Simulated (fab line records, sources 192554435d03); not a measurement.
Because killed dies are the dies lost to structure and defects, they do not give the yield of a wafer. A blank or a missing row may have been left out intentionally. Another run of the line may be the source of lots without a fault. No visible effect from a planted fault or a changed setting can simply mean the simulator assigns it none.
Split-lot study | flow n5-finfet | route with 1938 steps; 7 lots, 21 wafers read

== THE SPLIT ==
At N5_BEOL_M9_TRENCH_ETCH_37 (etches SiCOH lowk in C4F6/O2, target depth 151.43 nm, time 49 s), the setting source-w was moved away from the recipe's 345 W on 6 of the 21 wafers read, by -17.7% to +15.2%. The other wafers ran this setting at the recipe's value.

== FROM THE SPLIT TO THE READING: what the file shows between them, 11 steps ==
- N5_BEOL_M9_ETCH_41: etches SiCN in CH3F/O2, target depth 36.6 nm, time 70.1 s
- N5_BEOL_M9_STRIP_80: strips in N2/H2, time 10 s
- N5_BEOL_M9_OCD_MEAS_38
- N5_BEOL_M9_HM_STRIP_39: strips TiN in peroxide tin strip, target depth 25 nm, time 158 s
- N5_BEOL_M9_SRD_40: time 30 s
- N5_BEOL_M9_ECD_50: material Cu, target thk 318 nm
- N5_BEOL_M9_ANNEAL_51: time 90 s
- N5_BEOL_M9_CMP_52: polishes, stops on SiCOH lowk, t overpolish 7 s, target thk 140 nm
- N5_BEOL_M9_THK_MEAS_53: measures by xrf
- N5_BEOL_M9_PRE_CLEAN_55: time 15 s
- N5_BEOL_M9_DEP_56: deposits SiCN from 3MS/NH3, target thk 15 nm, time 26.5 s

== THE READING ==
Measured at N5_BEOL_M9_RS_MEAS_57 by four-point probe: M9_RS, in ohm/sq. Fault-free wafers of this fab line usually give 0.1509 ohm/sq, standard deviation 0.0029 ohm/sq.

wafer  | tool, chamber at the split | source-w as run, W | against the recipe | M9_RS, ohm/sq | against lot-mates on the recipe
L079.1 | rie-diel-01, 0             | 390.9              | +13.3%             | 0.1405        | -0.0085
L079.5 | rie-diel-01, 2             | 390.9              | +13.3%             | 0.1424        | -0.0066
L079.6 | rie-diel-01, 1             | 345                | recipe             | 0.1490        | -
L084.4 | rie-diel-03, 0             | 345                | recipe             | 0.1568        | -
L084.5 | rie-diel-03, 2             | 345                | recipe             | 0.1544        | -
L084.6 | rie-diel-03, 3             | 345                | recipe             | 0.1475        | -
L087.2 | rie-diel-01, 0             | 345                | recipe             | 0.1506        | -
L087.4 | rie-diel-01, 3             | 345                | recipe             | 0.1523        | -
L087.5 | rie-diel-01, 1             | 345                | recipe             | 0.1539        | -
L089.1 | rie-diel-03, 0             | 345                | recipe             | 0.1566        | -
L089.3 | rie-diel-03, 1             | 283.8              | -17.7%             | 0.1670        | +0.0104
L089.6 | rie-diel-03, 3             | 283.8              | -17.7%             | 0.1632        | +0.0066
L091.3 | rie-diel-06, 2             | 345                | recipe             | 0.1502        | -
L091.4 | rie-diel-06, 0             | 345                | recipe             | 0.1471        | -
L091.6 | rie-diel-06, 3             | 397.6              | +15.2%             | 0.1394        | -0.0093
L092.2 | rie-diel-01, 0             | 345                | recipe             | 0.1491        | -
L092.4 | rie-diel-01, 1             | 345                | recipe             | 0.1492        | -
L092.6 | rie-diel-01, 3             | 345                | recipe             | 0.1487        | -
L093.3 | rie-diel-03, 1             | 345                | recipe             | 0.1513        | -
L093.5 | rie-diel-03, 3             | 345                | recipe             | 0.1481        | -
L093.6 | rie-diel-03, 2             | 287.2              | -16.8%             | 0.1677        | +0.0180

THE FIT
A straight line over all 21 wafers: M9_RS changes by -0.000807 ohm/sq for each +1% of source-w; r = -0.93; the points scatter about the line by 0.0029 ohm/sq.
The same after taking each lot's own level away (the mean of its wafers on the recipe; 21 wafers): -0.00063 ohm/sq for each +1%; r = -0.90; scatter 0.0027 ohm/sq.
The reading moves by 0.011 ohm/sq for the largest change in source-w, on that fit.
Across the lots, their own levels run from 0.14865 to 0.15660 ohm/sq, a range of 2.7 times the standard deviation given above.
So the slope is not independent of the lot-to-lot level: the two fits are not the same.
Check: for one of the wafers moved furthest among these (-17.7%), held out of the fit, the line's prediction against its lot-mates is +0.0117 ohm/sq. It came out at +0.0104 ohm/sq against them.
Tool readings at the split's step, against how far the setting was moved: rf-vpp-V r = -0.96.

== FURTHER SPLITS ON THESE WAFERS ==
These wafers also went through other splits before the reading. Each is held against what the fit with the lots' levels taken away leaves over:
other split on the same wafers   | wafers away from the commonest value | r with M9_RS (lot level and that fit taken away)
N5_BEOL_M7_ILD_DEP_00 time-s     | 6                                    | +0.35
N5_BEOL_M7_VIA_ETCH_34 source-w  | 8                                    | -0.06
N5_BEOL_M7_TRENCH_ETCH_37 bias-w | 4                                    | -0.50
N5_BEOL_M8_COAT_22 spin-rpm      | 6                                    | +0.25
N5_BEOL_M8_DESCUM_33 time-s      | 4                                    | +0.38
N5_BEOL_M9_ETCH_66 time-s        | 11                                   | +0.09

== THE WHOLE CHAIN: every reading that the file lists as answering this split, in the file's order ==
step                      | what it does                                                       | reading                                                                      | change (the file's fit)               | r (the file's)
N5_BEOL_M9_TRENCH_ETCH_37 | etches SiCOH lowk in C4F6/O2, target depth 151.43 nm, time 49 s    | rf-vpp-V                                                                     | -4.03 V for each +1% of the setting   | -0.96
N5_BEOL_M9_TRENCH_ETCH_37 | etches SiCOH lowk in C4F6/O2, target depth 151.43 nm, time 49 s    | etch.depth-nm (the simulator's own value, which no gauge read)               | +0.535 nm for each +1% of the setting | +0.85
N5_BEOL_M9_TRENCH_ETCH_37 | etches SiCOH lowk in C4F6/O2, target depth 151.43 nm, time 49 s    | BEOL_M9.feature-depth-nm (the simulator's own value, which no gauge read)    | +0.538 nm for each +1% of the setting | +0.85
N5_BEOL_M9_OCD_MEAS_38    |                                                                    | trench-depth-nm                                                              | +0.553 nm for each +1% of the setting | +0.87
N5_BEOL_M9_CMP_52         | polishes, stops on SiCOH lowk, t overpolish 7 s, target thk 140 nm | Cu_of_BEOL_M9_ECD_50.thk-nm (the simulator's own value, which no gauge read) | +0.558 nm for each +1% of the setting | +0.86
N5_BEOL_M9_THK_MEAS_53    | measures by xrf                                                    | M9_THK                                                                       | +0.546 for each +1% of the setting    | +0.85
N5_BEOL_M9_RS_MEAS_57     | measures by four-point-probe                                       | M9_RS                                                                        | -0.000692 for each +1% of the setting | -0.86

== THE FILE'S OWN FIT ==
M9_RS changes by -0.000692 ohm/sq for each +1% of source-w, r = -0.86.
